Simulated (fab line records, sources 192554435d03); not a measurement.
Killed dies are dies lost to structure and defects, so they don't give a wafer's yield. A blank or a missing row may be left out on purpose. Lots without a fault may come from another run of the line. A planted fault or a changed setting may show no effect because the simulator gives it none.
fab line records | flow n5_finfet
record lots=9 wafers=27 last_day=18
route steps=1938 shown ZERO_LAYER@6 PMOS_HMC_CHANNEL_EPI@57 FIN_SAQP@96 BEOL_M4@1111
lots that met no fault: from a run of the same line without faults
start_h: hours from the record's first day to the start of the lot's first wafer shown | wait_h: hours since the lot's step before | " the same as in the row above | L1.1+2: a row that stands for several wafers | - no value, or no start given | * or withheld: withheld | < > ~ a bound
route shown NAME@n: a module of which the file shows steps, and the number in the route of the first | usual: mean/standard deviation of fault-free wafers | same: alike in all rows | chamber/n: place in a boat | sites: the reading at each site | _std_site: their standard deviation | _edge_site: outer sites' mean less inner sites' | radius_mm: how far each site lies from the wafer's centre | mask NAME#n: copy n | behind: the tool/chamber that last shaped the wafer | hold: why the lot was held/for how many hours/how that ended | device: the transistor (n, p or np) that didn't switch | end of line: the same wafers' tests at the end of the route | a step without rows: its recipe alone | killed: dies lost to structure and defects at the first sort, not the wafer's yield | map: a wafer's dies, x killed, . not, _ none there
set.NAME: the setting as run; set.NAME@STEP: as run at that earlier step | model.NAME: the simulator's own value behind a step, which no gauge read
steps of the route over a sample of lots; a table a step, a row a wafer
services: from which hour (start_h, from the record's first day; less than 0 if before it) a tool's chamber was out of use, for how many hours, and why
## steps
# step N5_ZERO_LAYER_COAT_05
# recipe spin_rpm=1500 resist_thk_nm=1000
# usual spin_speed_rpm=1499.8/1
# columns lot.wafer tool chamber start_h wait_h spin_speed_rpm
L541.3 litho_track-04 0 18.36 - 1500.3
L541.4 " 0 " " 1500.0
L541.5 " 0 " " 1500.3
L545.1 litho_track-01 0 42.36 - 1498.3
L545.2 " 0 " " 1499.3
L545.6 " 0 " " 1499.7
L546.1 litho_track-05 0 48.36 - 1500.9
L546.2 " 0 " " 1500.7
L546.4 " 0 " " 1500.3
L551.1 litho_track-04 0 78.39 - 1499.7
L551.3 " 0 " " 1499.4
L551.5 " 0 " " 1499.0
L553.1 litho_track-05 0 90.38 - 1500.0
L553.3 " 0 " " 1498.7
L553.4 " 0 " " 1500.2
L554.1 litho_track-04 0 96.36 - 1435.8
L554.4 " 0 " " 1434.3
L554.5 " 0 " " 1434.8
L555.3 litho_track-04 0 102.37 - 1434.9
L555.5 " 0 " " 1432.1
L555.6 " 0 " " 1435.0
L556.3 litho_track-04 0 108.39 - 1433.1
L556.4 " 0 " " 1435.0
L556.6 " 0 " " 1434.3
L563.1 litho_track-05 0 150.37 - 1500.8
L563.4 " 0 " " 1499.3
L563.5 " 0 " " 1502.5
# step N5_ZERO_LAYER_STRIP_24
# recipe chemistry=O2 power_w=1000 temp_c=250 overash_fraction=0.3 pressure_mtorr=1000 o2_flow_sccm=6750
# usual drypump_motor_current_A=5.7/0.37 heater_power_w=344/12 oes_product_au=0.647/0.0049 strip_time_to_endpoint_s=43.86/0.079 temp_c=249.99/0.2
# columns lot.wafer tool chamber start_h wait_h drypump_motor_current_A heater_power_w oes_product_au rf_hours_counter_h strip_time_to_endpoint_s temp_c
L541.3 plasma_asher-02 0 18.91 0.1 5.7 367 0.656 - 43.70 250.04
L541.4 " 1 " " 6.2 336 0.652 - 43.72 249.61
L541.5 " 0 " " 5.6 355 0.650 - 43.69 250.43
L545.1 plasma_asher-01 1 42.89 0.1 5.9 350 0.641 29 43.94 250.11
L545.2 " 0 " " 5.2 333 0.649 29 43.90 249.87
L545.6 " 1 " " 5.9 368 0.642 - 43.90 249.91
L546.1 plasma_asher-01 0 49.28 0.1 5.2 332 0.647 30 43.90 249.82
L546.2 " 1 " " 5.9 352 0.644 30 43.76 249.89
L546.4 " 1 " " 5.9 358 0.646 - 43.76 250.16
L551.1 plasma_asher-01 0 79.22 0.1 5.2 320 0.637 39 43.80 250.18
L551.3 " 1 " " 5.9 361 0.643 - 43.87 250.05
L551.5 " 1 " " 5.9 347 0.637 - 43.95 250.05
L553.1 plasma_asher-01 1 90.92 0.1 5.9 364 0.649 41 43.87 250.12
L553.3 " 1 " " 5.9 357 0.653 - 43.86 250.17
L553.4 " 0 " " 5.2 330 0.641 - 43.87 250.12
L554.1 plasma_asher-01 0 97.02 0.1 5.2 331 0.652 43 44.53 249.60
L554.4 " 0 " " 5.2 336 0.647 - 44.52 249.87
L554.5 " 0 " " 5.2 335 0.654 - 44.47 249.94
L555.3 plasma_asher-02 1 103.25 0.1 6.2 339 0.641 - 44.44 249.93
L555.5 " 0 " " 5.7 345 0.646 - 44.40 250.06
L555.6 " 1 " " 6.2 336 0.660 - 44.49 250.25
L556.3 plasma_asher-02 0 109.36 0.4 5.7 352 0.645 - 44.44 250.21
L556.4 " 1 " " 6.2 331 0.641 - 44.57 249.93
L556.6 " 0 " " 5.7 352 0.639 - 44.38 249.70
L563.1 plasma_asher-02 0 151.03 0.1 5.7 357 0.645 105 43.78 249.91
L563.4 " 0 " " 5.7 352 0.653 - 43.86 250.14
L563.5 " 1 " " 6.2 338 0.644 - 43.77 249.67
# step N5_PMOS_HMC_CHANNEL_EPI_HM_DEP_34
# recipe material=SiO2 target_thk_a=360 temp_c=400 precursor=TEOS/O2 pressure_torr=6.5 rf_w=900 teos_flow_sccm=161.4 gas=O2 flow_sccm=2650 time_s=6.9
# usual heater_power_w=584/140 showerhead_plenum_p_Torr=8.35/0.034 throttle_valve_pct=18.5/0.5
# columns lot.wafer tool chamber start_h wait_h heater_power_w showerhead_plenum_p_Torr throttle_valve_pct
L541.3 pecvd-02 2 22.62 0.0 600 8.39 18.3
L541.4 " 2 " " 586 8.41 18.5
L541.5 " 1 " " 708 8.35 17.8
L545.1 pecvd-03 2 46.74 0.0 288 8.31 19.2
L545.2 " 0 " " 537 8.44 18.4
L545.6 " 1 " " 611 8.37 18.8
L546.1 pecvd-04 1 53.18 0.0 513 8.37 18.4
L546.2 " 2 " " 560 8.31 17.9
L546.4 " 1 " " 519 8.34 18.5
L551.1 pecvd-04 2 83.59 0.0 588 8.34 18.3
L551.3 " 1 " " 610 8.36 18.5
L551.5 " 2 " " 598 8.30 18.2
L553.1 pecvd-02 2 94.74 0.0 614 8.39 18.5
L553.3 " 1 " " 872 8.33 17.8
L553.4 " 2 " " 601 8.40 18.5
L554.1 pecvd-04 0 101.02 0.0 445 8.37 18.2
L554.4 " 0 " " 444 8.37 17.9
L554.5 " 1 " " 562 8.36 18.5
L555.3 pecvd-03 1 107.23 0.0 518 8.37 18.7
L555.5 " 2 " " 378 8.27 19.5
L555.6 " 1 " " 515 8.37 19.1
L556.3 pecvd-02 1 113.03 0.0 801 8.34 17.7
L556.4 " 0 " " 815 8.33 19.3
L556.6 " 1 " " 828 8.33 17.7
L563.1 pecvd-04 0 155.45 0.0 493 8.37 18.2
L563.4 " 1 " " 546 8.37 18.5
L563.5 " 2 " " 575 8.34 18.5
# step N5_PMOS_HMC_CHANNEL_EPI_INSPECT_30
# recipe inspect_instrument=darkfield mode=post_epi
# usual raw_defect_count=18/6.6
# columns lot.wafer tool chamber start_h wait_h raw_defect_count
L541.3 defect_inspect-02 - 26.27 0.0 23
L541.4 " - " " 26
L541.5 " - " " 17
L545.1 defect_inspect-02 - 49.97 0.0 14
L545.2 " - " " 11
L545.6 " - " " 9
L546.1 defect_inspect-02 - 57.58 0.0 28
L546.2 " - " " 27
L546.4 " - " " 11
L551.1 defect_inspect-01 - 86.91 0.0 8
L551.3 " - " " 17
L551.5 " - " " 6
L553.1 defect_inspect-02 - 99.49 0.0 15
L553.3 " - " " 30
L553.4 " - " " 14
L554.1 defect_inspect-01 - 104.13 0.0 26
L554.4 " - " " 16
L554.5 " - " " 18
L555.3 defect_inspect-02 - 110.58 0.0 12
L555.5 " - " " 18
L555.6 " - " " 18
L556.3 defect_inspect-01 - 116.18 0.0 38
L556.4 " - " " 22
L556.6 " - " " 30
L563.1 defect_inspect-02 - 158.71 0.0 23
L563.4 " - " " 19
L563.5 " - " " 19
# step N5_FIN_SAQP_HM_DEP_03
# recipe material=SiNx target_thk_a=380 temp_c=400 precursor=SiH4/NH3/N2 pressure_torr=1.5 rf_w=300 time_s=33.6
# usual heater_power_w=835/150 showerhead_plenum_p_Torr=5.16/0.05 throttle_valve_pct=39.5/1.2
# columns lot.wafer tool chamber start_h wait_h heater_power_w showerhead_plenum_p_Torr throttle_valve_pct
L541.3 pecvd-02 0 27.86 0.1 988 5.12 41.3
L541.4 " 1 " " 941 5.14 37.8
L541.5 " 2 " " 809 5.24 39.3
L545.1 pecvd-02 1 50.64 0.2 1002 5.15 38.1
L545.2 " 2 " " 746 5.25 39.7
L545.6 " 0 " " 973 5.13 41.1
L546.1 pecvd-02 2 58.26 0.2 833 5.24 39.7
L546.2 " 0 " " 854 5.12 41.1
L546.4 " 0 " " 875 5.11 41.4
L551.1 pecvd-04 0 88.78 0.2 619 5.19 38.9
L551.3 " 2 " " 741 5.11 38.9
L551.5 " 2 " " 731 5.10 39.1
L553.1 pecvd-01 2 100.03 0.2 631 5.11 38.2
L553.3 " 0 " " 610 5.24 39.0
L553.4 " 0 " " 609 5.24 38.8
L554.1 pecvd-04 2 104.79 0.2 808 5.10 38.9
L554.4 " 2 " " 806 5.10 39.1
L554.5 " 0 " " 651 5.19 39.1
L555.3 pecvd-04 0 111.12 0.1 682 5.18 39.1
L555.5 " 1 " " 797 5.15 39.5
L555.6 " 0 " " 686 5.18 39.1
L556.3 pecvd-04 2 116.72 0.1 666 5.10 38.7
L556.4 " 0 " " 701 5.19 39.1
L556.6 " 2 " " 698 5.12 39.1
L563.1 pecvd-04 2 159.26 0.2 817 5.11 39.2
L563.4 " 1 " " 780 5.15 39.6
L563.5 " 0 " " 686 5.19 39.1
# step N5_BEOL_M4_RC_MEAS_101
# usual DIBL_N=35.8/1.8 DIBL_P=35.9/2.2 IOFF_N=0.16/0.035 IOFF_P=0.21/0.04 ION_N=672/11 ION_P=461/7.4 SS_N=71.4/0.64 SS_P=73.2/0.67 VT_N=250/3.5 VT_P=-251/3.4
# columns lot.wafer tool chamber start_h wait_h DIBL_N[mV/V] DIBL_P[mV/V] IOFF_N[nA/um] IOFF_P[nA/um] ION_N[uA/um] ION_P[uA/um] SS_N[mV/dec] SS_P[mV/dec] VT_N[mV] VT_P[mV]
L541.3 prober-01 0 183.41 0.3 34.9 36.2 0.17 0.23 675 468 71.4 74.0 247 -246
L541.4 " 0 " " 32.9 34.3 0.14 0.20 669 463 71.4 72.7 250 -250
L541.5 " 0 " " 34.9 36.9 0.17 0.25 677 476 71.0 72.8 245 -246
L545.1 prober-01 0 200.51 0.0 35.9 37.2 0.16 0.21 671 464 72.0 73.4 250 -250
L545.2 " 0 " " 35.0 35.8 0.14 0.20 669 459 71.6 72.8 252 -254
L545.6 " 0 " " 36.8 37.1 0.17 0.21 675 464 71.9 73.3 250 -249
L546.1 prober-01 0 216.83 0.0 38.6 40.7 0.21 0.24 691 467 72.3 73.7 247 -250
L546.2 " 0 " " 36.7 37.9 0.17 0.19 683 459 72.1 72.5 249 -251
L546.4 " 0 " " 35.0 36.7 0.13 0.17 665 451 71.1 72.8 254 -255
L551.1 prober-02 0 238.77 0.0 35.6 35.6 0.14 0.18 674 455 71.6 73.2 249 -251
L551.3 " 0 " " 38.5 39.2 0.19 0.24 682 459 72.2 73.4 249 -249
L551.5 " 0 " " 37.0 37.5 0.18 0.21 685 465 72.7 73.6 249 -250
L553.1 prober-02 0 256.39 0.0 35.2 34.5 0.14 0.18 667 459 70.5 72.1 252 -250
L553.3 " 0 " " 37.3 37.3 0.16 0.22 684 467 71.4 72.6 250 -250
L553.4 " 0 " " 37.5 38.5 0.18 0.25 682 465 71.2 73.1 246 -249
L554.1 prober-02 0 259.85 0.0 34.3 34.6 0.13 0.21 658 462 71.3 73.0 253 -249
L554.4 " 0 " " 37.1 38.2 0.19 0.28 664 464 71.2 73.7 247 -246
L554.5 " 0 " " 35.0 35.8 0.15 0.23 669 470 70.5 72.3 249 -246
L556.3 prober-02 0 265.80 0.3 31.7 31.2 0.09 0.13 654 456 70.2 71.9 258 -256
L556.4 " 0 " " 34.5 35.6 0.13 0.19 667 461 70.7 73.1 251 -251
L556.6 " 0 " " 33.8 34.5 0.12 0.18 667 469 70.6 72.2 251 -251
L555.3 prober-02 0 277.37 0.3 37.4 36.8 0.21 0.27 697 478 71.8 73.6 245 -244
L555.5 " 0 " " 39.5 40.4 0.25 0.34 702 486 72.1 73.8 242 -243
L555.6 " 0 " " 34.0 33.2 0.13 0.20 667 462 70.4 72.5 252 -247
L563.1 prober-02 0 311.74 0.0 34.4 33.0 0.11 0.17 659 459 70.6 72.5 255 -251
L563.4 " 0 " " 35.2 34.1 0.12 0.18 658 459 71.7 72.9 255 -253
L563.5 " 0 " " 32.4 30.8 0.09 0.14 653 453 70.3 71.6 257 -255
## services
# columns tool chamber start_h hours kind
pecvd-04 1 -3.30 2.1 scheduled_down
pecvd-04 1 -1.17 16.5 scheduled_down
pecvd-01 2 21.12 - clean
pecvd-01 2 21.12 - consumable_replace:showerhead
pecvd-01 2 21.12 29.0 scheduled_down
pecvd-01 2 21.12 29.0 vent_cycle
plasma_asher-02 - 67.08 8.9 repair
pecvd-04 2 69.90 5.5 scheduled_down
pecvd-03 0 75.45 2.0 repair
pecvd-01 1 75.63 9.3 repair
pecvd-03 0 77.72 5.5 scheduled_down
pecvd-02 0 79.28 16.5 scheduled_down
pecvd-01 1 84.98 5.5 scheduled_down
litho_track-01 - 97.38 - consumable_replace:filter
plasma_asher-01 - 100.83 17.6 repair
pecvd-03 0 104.54 16.5 scheduled_down
litho_track-01 - 108.17 - consumable_replace:filter
pecvd-04 - 122.22 2.8 pm
pecvd-04 0 138.59 10.1 repair
plasma_asher-01 - 144.23 41.7 repair
pecvd-02 2 151.94 5.0 scheduled_down
## key
first_sign step=N5_ZERO_LAYER_COAT_05 reading=spin_speed_rpm direction=down sigmas=63 usual=* struck=*
effect step=N5_ZERO_LAYER_STRIP_24 reading=strip_time_to_endpoint_s direction=up sigmas=7.7 usual=* struck=*
met_at N5_ZERO_LAYER_COAT_05
struck_lots L554,L555,L556
not_acting_at N5_PMOS_HMC_CHANNEL_EPI_HM_DEP_34,N5_PMOS_HMC_CHANNEL_EPI_INSPECT_30,N5_FIN_SAQP_HM_DEP_03
onset_between 78.39 96.36
fault kind=process_parameter_drift tool=litho_track-04 chamber=- onset_h=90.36 steps=N5_ZERO_LAYER_COAT_05 channel=spin_rpm offset=* shape=step end_h=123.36 acts_in=* stated=*
